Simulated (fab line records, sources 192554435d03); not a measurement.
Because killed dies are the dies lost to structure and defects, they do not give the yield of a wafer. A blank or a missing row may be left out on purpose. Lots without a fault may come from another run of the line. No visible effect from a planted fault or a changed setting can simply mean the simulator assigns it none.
Which tool was responsible? | flow n5_finfet | Sampling: 24 lots, 72 wafers, 2 of 1938 route steps

WHAT THE GAUGES READ, wafer by wafer
N5_BEOL_M8_OVL_MEAS_12. Usual: for M8_OVL the level is -0.4 nm and the standard deviation is 0.87.
lot  | measured     | on         | M8_OVL (nm)    | flag
L074 | day 9 07:50  | overlay-02 | -1.2 -1.5 -0.1 |
L075 | day 10 05:14 | overlay-01 | -0.2 -0.9 0.7  |
L076 | day 10 09:57 | overlay-02 | 0.0 2.0 0.1    |
L077 | day 10 18:27 | overlay-02 | -1.4 -1.3 -1.0 |
L078 | day 10 23:41 | overlay-02 | 0.7 0.1 0.0    |
L079 | day 11 07:44 | overlay-02 | -0.8 -1.7 -1.6 |
L080 | day 11 20:49 | overlay-02 | -0.6 0.4 1.0   |
L081 | day 11 21:25 | overlay-02 | 1.2 -0.7 -0.6  |
L083 | day 11 21:35 | overlay-02 | 0.7 0.5 1.0    |
L082 | day 12 03:56 | overlay-02 | -1.6 -0.1 -0.8 |
L084 | day 12 04:07 | overlay-01 | -0.4 -0.8 -0.5 |
L085 | day 12 15:32 | overlay-02 | -1.3 -1.9 -0.5 |
L086 | day 12 15:41 | overlay-01 | -0.3 0.2 -0.5  |
L088 | day 13 12:37 | overlay-02 | 0.5 0.8 0.7    |
L087 | day 13 22:22 | overlay-02 | -1.2 0.2 -0.5  |
L089 | day 14 00:53 | overlay-02 | -1.2 -1.6 -0.9 |
L091 | day 14 03:58 | overlay-02 | -0.3 -0.5 -1.0 |
L090 | day 14 04:15 | overlay-01 | -1.1 0.0 -1.4  |
L092 | day 15 00:08 | overlay-01 | -0.4 -1.4 -1.1 |
L095 | day 15 06:42 | overlay-01 | 0.7 0.5 0.4    |
L094 | day 15 06:56 | overlay-01 | -1.9 -0.9 -1.0 |
L093 | day 15 07:07 | overlay-01 | 0.3 0.8 -0.6   |
L096 | day 15 10:56 | overlay-02 | -0.6 -0.5 0.1  |
L097 | day 16 12:57 | overlay-02 | -0.5 -0.8 -1.1 |

WHICH TOOL RAN EACH LOT (tool, then ch and the chambers of the sampled wafers, then the start)
lot  | N5_BEOL_M7_SPUTTER_48
L074 | pvd_sputter-02, day 9 03:43
L075 | pvd_sputter-03, day 10 01:52
L076 | pvd_sputter-01, day 10 06:44
L077 | pvd_sputter-01, day 10 14:50
L078 | pvd_sputter-01, day 10 20:41
L079 | pvd_sputter-03, day 11 03:51
L080 | pvd_sputter-01, day 11 15:31
L081 | pvd_sputter-03, day 11 16:42
L083 | pvd_sputter-02, day 11 18:11
L082 | pvd_sputter-02, day 12 00:13
L084 | pvd_sputter-02, day 12 00:34
L085 | pvd_sputter-02, day 12 10:48
L086 | pvd_sputter-02, day 12 11:16
L088 | pvd_sputter-02, day 13 08:47
L087 | pvd_sputter-02, day 13 18:57
L089 | pvd_sputter-02, day 13 19:21
L091 | pvd_sputter-03, day 14 00:54
L090 | pvd_sputter-03, day 14 01:26
L092 | pvd_sputter-03, day 14 21:55
L095 | pvd_sputter-01, day 15 03:14
L094 | pvd_sputter-02, day 15 03:31
L093 | pvd_sputter-01, day 15 03:58
L096 | pvd_sputter-01, day 15 06:26
L097 | pvd_sputter-01, day 16 08:47
- N5_BEOL_M7_SPUTTER_48: material Cu, target thk 10 nm, time 1.667 s.

AS READ BY THE TOOLS THEMSELVES (means over the sampled wafers that have a number; for cases with no such wafer, the mark the record gives instead)
N5_BEOL_M7_SPUTTER_48. Usual: throttle_valve_pct at 30.0 %, with a standard deviation of 1.4.
lot  | tool           | throttle_valve_pct (%) | flag
L074 | pvd_sputter-02 | 30.8                   |
L075 | pvd_sputter-03 | 30.1                   |
L076 | pvd_sputter-01 | 29.3                   |
L077 | pvd_sputter-01 | 29.0                   |
L078 | pvd_sputter-01 | 29.4                   |
L079 | pvd_sputter-03 | 29.3                   |
L080 | pvd_sputter-01 | 28.4                   |
L081 | pvd_sputter-03 | 30.1                   |
L083 | pvd_sputter-02 | 31.1                   |
L082 | pvd_sputter-02 | 30.1                   |
L084 | pvd_sputter-02 | 30.0                   |
L085 | pvd_sputter-02 | 31.0                   |
L086 | pvd_sputter-02 | 30.8                   |
L088 | pvd_sputter-02 | 30.9                   |
L087 | pvd_sputter-02 | 31.0                   |
L089 | pvd_sputter-02 | 30.9                   |
L091 | pvd_sputter-03 | 30.2                   |
L090 | pvd_sputter-03 | 30.0                   |
L092 | pvd_sputter-03 | 30.1                   |
L095 | pvd_sputter-01 | 28.3                   |
L094 | pvd_sputter-02 | 30.2                   |
L093 | pvd_sputter-01 | 29.6                   |
L096 | pvd_sputter-01 | 29.1                   |
L097 | pvd_sputter-01 | 29.9                   |

THE ANSWER, worked out from the rows above alone
Rule: a lot counts as off when the mean over its wafers that have a number is more than 3 standard deviations away from the usual mean. Also off: a lot with no number at a reading for which 4 or more lots have one. All remaining lots with rows at the step are treated as sound. Order of review: gauges by route order, followed by the tools' own readings, for which a lot's mean as printed above is used. The first step at which some lot is off is used, and at that step the reading that is off furthest; a lot without a number counts as furthest.
No lot is off at any reading shown: from this, nothing can be told.

WHAT THE SIMULATOR PUT IN
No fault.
